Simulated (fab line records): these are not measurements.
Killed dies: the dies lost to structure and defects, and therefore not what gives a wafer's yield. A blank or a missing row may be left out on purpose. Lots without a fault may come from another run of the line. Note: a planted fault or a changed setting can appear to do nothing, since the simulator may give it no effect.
A struck lot beside a sound one | flow n5Finfet | 29 steps out of a route of 1938
Sound: wafers L921.1, L921.2, L921.5. Struck: wafer L928.3 (L928.1, L928.6, from the same lot, were not struck and are left out); the cause is given at the end.
Each step with rows lists, per side, the tool, then ch with its chambers, then its first start. Under that, the readings that differ: sound wafers | struck wafers | difference of the means | sigmas: that difference in standard deviations of wafers without a fault.
alike: words and numbers the same on both sides, and readings whose means are apart by under 2 such deviations; not compared: readings that were withheld, readings missing a value for some wafer, numbers with overlapping values and no deviation given by the record, and bounds like >300 which may hide the same value.
Wherever a step has rows on one side only, a row that says differs or no value, or a row with sigmas, the two part there. Non-overlapping numbers with no deviation appear without sigmas and do not part them. A reading missing from all wafers of one side parts the sides only when that side holds two or more wafers.

first, 12 steps without rows for these wafers: N5_MOL_CONTACT_COAG_DESCUM_88 (chemistry O2, time 7 s); N5_MOL_CONTACT_COAG_ETCH_89 (etches underlayer in N2/H2, target depth 13 nm, time 10.4 s); N5_MOL_CONTACT_COAG_ETCH_90 (etches SiARC in CF4, target depth 13 nm, time 21.7 s); N5_MOL_CONTACT_COAG_ALD_131 (deposits SiO2, target thk 5 nm, pulse time 1 s, co reactant pulse time 1 s); N5_MOL_CONTACT_COAG_ETCHBACK_132 (etches SiO2 in CHF3, target depth 10 nm, time 6.7 s); N5_MOL_CONTACT_COAG_ETCH_91 (etches SOC in N2/H2, target depth 60 nm, overetch 21 nm, time 101.2 s); N5_MOL_CONTACT_COAG_STRIP_92 (strips in N2/H2); N5_MOL_CONTACT_COAG_STRIP_93 (strips in N2/H2); N5_MOL_CONTACT_COAG_ETCHBACK_135 (etches SiO2 in CHF3, target depth 25 nm, time 16.7 s); N5_MOL_CONTACT_COAG_STRIP_118 (strips in CHF3); N5_MOL_CONTACT_COAG_VIA_ETCH_46 (etches SiO2 in C4F6/O2, target depth 46 nm, overetch 9.2 nm, time 40 s); N5_MOL_CONTACT_COAG_STRIP_96 (strips in N2/H2).
N5_MOL_CONTACT_COAG_ETCH_47: etches SiNx in CH3F/O2, stops on W, target depth 27 nm.
  sound on rieDiel-03 ch 0,2,3, day 5 14:22; struck on rieDiel-03 ch 3, day 7 07:51
  alike: drypumpMotorCurrentA, etchRfOnTimeS, oes_ar_750_au, oesProductAu, rfVppV, showerheadPlenumPTorr, throttleValvePct
  not compared: rfHoursCounterH
then, 12 steps without rows for these wafers: N5_MOL_CONTACT_COAG_STRIP_119 (strips in N2/H2, time 30 s); N5_MOL_CONTACT_COAG_PRECLEAN_144 (cleans in alkaline clean, time 60 s); N5_MOL_CONTACT_COAG_SRD_145 (time 30 s); N5_MOL_CONTACT_COAG_COAT_62 (time 60 s, resist thk 60 nm); N5_MOL_CONTACT_COAG_COAT_63 (time 60 s, resist thk 10 nm); N5_MOL_CONTACT_COAG_COAT_64 (time 60 s, resist thk 10 nm); N5_MOL_CONTACT_COAG_COAT_34 (resist thk 40 nm); N5_MOL_CONTACT_COAG_EBR_36; N5_MOL_CONTACT_COAG_SOFTBAKE_35 (time 60 s); N5_MOL_CONTACT_COAG_EXPOSE_37 (exposes mask VD, defocus 0 nm); N5_MOL_CONTACT_COAG_PEB_38 (peb time 60 s); N5_MOL_CONTACT_COAG_DEVELOP_39 (develop time 30 s).
N5_MOL_CONTACT_COAG_INSPECT_42: inspects for defects (brightfield).
  sound on defectInspect-02, day 5 15:01; struck on defectInspect-02, day 7 08:29
reading        | sound       | struck | difference | sigmas
rawDefectCount | 161 184 190 | 1395   | +1217      | +26
then, 1 step without rows for these wafers: N5_MOL_CONTACT_COAG_DESCUM_45 (chemistry O2, time 7 s).
-- record jumps: 3 days separate the struck wafers' starts on either side; left off in module MOL_CONTACT_COAG, taken up again in module BEOL_M4, whose first shown step is the route's number 1111 --
N5_BEOL_M4_RC_MEAS_101:
  sound on prober-01 ch 0, day 8 02:44; struck on prober-02 ch 0, day 10 05:39
  alike: DIBL_N, DIBL_P, IOFF_N, IOFF_P, ION_N, ION_P, SS_N, SS_P, VT_N, VT_P
-- a jump in the record: the struck wafers' starts before and after are 4 days apart (it breaks off in module BEOL_M4 and resumes in module PASSIVATION, where the first step shown is number 1936 of the route) --
N5_PASSIVATION_PROBE_49:
  sound on prober-01, day 12 12:44; struck on prober-02, day 14 16:56
reading                 | sound          | struck | difference | sigmas
defectLimitedYield (%)  | 91.6 91.0 92.3 | 87.0   | -4.6       | -3
killedAtContacts        | 18 29 18       | 84     | +62        | +9
killedDies              | 99 106 91      | 153    | +54        | +3
killedOnRim             | 17 9 19        | 28     | +13        | +3
sort_bin_5_function (%) | 5.4 5.4 3.7    | 7.6    | +2.8       | +3
sortNPass               | 1081 1074 1088 | 1027   | -54        | -3
sortYieldPct (%)        | 91.6 91.0 92.2 | 87.0   | -4.6       | -3
  alike: killed_at_M0_to_M3, killed_at_M4_up, killedAtFrontEnd, killedAtOther, killedOpen, killedShort, sort_bin_6_memory, sort_bin_8_speed

## WHERE THEY PART
First at N5_MOL_CONTACT_COAG_INSPECT_42; last, within this record, at N5_PASSIVATION_PROBE_49.

WHY: the cause the simulator had injected
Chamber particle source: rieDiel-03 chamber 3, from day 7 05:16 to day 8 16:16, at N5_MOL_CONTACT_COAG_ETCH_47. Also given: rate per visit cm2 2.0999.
